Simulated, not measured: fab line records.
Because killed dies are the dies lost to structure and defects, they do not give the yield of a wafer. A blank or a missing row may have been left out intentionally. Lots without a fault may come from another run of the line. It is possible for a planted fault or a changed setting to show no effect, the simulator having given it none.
Chamber matching | flow n5_finfet | N5_PASSIVATION_PECVD_00 on pecvd-01 has 3 sister chambers
The step deposits SiO2 from SiH4/N2O, target thk 200 nm, time 11.2 s. 20 wafers are shown with their chamber, then 10 later ones without.

== WAFERS, EACH WITH ITS CHAMBER ==
wafer  | chamber | throttle_valve_pct (%) | showerhead_plenum_p_Torr (Torr) | heater_power_w (W)
L074.2 | 0       | 52                     | 8.17                            | 712
L074.3 | 1       | 57                     | 8.07                            | 635
L074.4 | 1       | 57                     | 8.08                            | 641
L076.2 | 1       | 57                     | 8.08                            | 538
L076.5 | 0       | 52                     | 8.16                            | 715
L076.6 | 1       | 58                     | 8.09                            | 552
L075.3 | 2       | 47                     | 8.18                            | 499
L075.5 | 1       | 58                     | 8.09                            | 528
L075.6 | 0       | 52                     | 8.15                            | 798
L077.2 | 0       | 52                     | 8.18                            | 774
L077.5 | 1       | 57                     | 8.09                            | 659
L077.6 | 2       | 47                     | 8.17                            | 467
L080.1 | 1       | 58                     | 8.09                            | 618
L080.4 | 0       | 52                     | 8.15                            | 839
L080.5 | 2       | 48                     | 8.16                            | 605
L079.3 | 1       | 58                     | 8.10                            | 661
L079.5 | 2       | 47                     | 8.19                            | 587
L079.6 | 1       | 58                     | 8.08                            | 528
L078.1 | 0       | 52                     | 8.19                            | 804
L078.3 | 2       | 47                     | 8.16                            | 507

SIGNATURES (averages over the wafers above)
reading                  | chamber 0 | chamber 1 | chamber 2 | scatter within a chamber
throttle_valve_pct       | 52.00     | 57.56     | 47.20     | 0.422
showerhead_plenum_p_Torr | 8.1667    | 8.0856    | 8.1720    | 0.0125
heater_power_w           | 773.67    | 595.56    | 533.00    | 56.4
Rule: for a wafer and a chamber, the distance is found by dividing, reading by reading, the gap between the wafer's reading and the chamber's mean by the reading's scatter, squaring, summing and taking the root. If the next closest chamber is less than 2 further off than the closest, the wafer can't be placed; otherwise it belongs to the closest. The scatter: take each reading less its chamber's mean, square it, sum over the shown wafers, divide by the number of wafers less the number of chambers, and take the root.

== WAFERS WITHOUT THEIR CHAMBER ==
wafer  | throttle_valve_pct (%) | showerhead_plenum_p_Torr (Torr) | heater_power_w (W)
L078.6 | 57                     | 8.10                            | 618
L091.1 | 53                     | 8.16                            | 785
L091.3 | 58                     | 8.08                            | 663
L091.4 | 47                     | 8.17                            | 554
L092.2 | 58                     | 8.09                            | 545
L092.4 | 52                     | 8.15                            | 811
L092.6 | 58                     | 8.10                            | 561
L096.2 | 53                     | 8.16                            | 804
L096.3 | 47                     | 8.17                            | 507
L096.4 | 48                     | 8.16                            | 536

== WHICH CHAMBER EACH WENT THROUGH ==
wafer  | from the rows above | in truth
L078.6 | 1                   | 1
L091.1 | 0                   | 0
L091.3 | 1                   | 1
L091.4 | 2                   | 2
L092.2 | 1                   | 1
L092.4 | 0                   | 0
L092.6 | 1                   | 1
L096.2 | 0                   | 0
L096.3 | 2                   | 2
L096.4 | 2                   | 2
Placed correctly: 10 of 10. Can't be placed from these rows: 0. Number placed wrongly: 0.
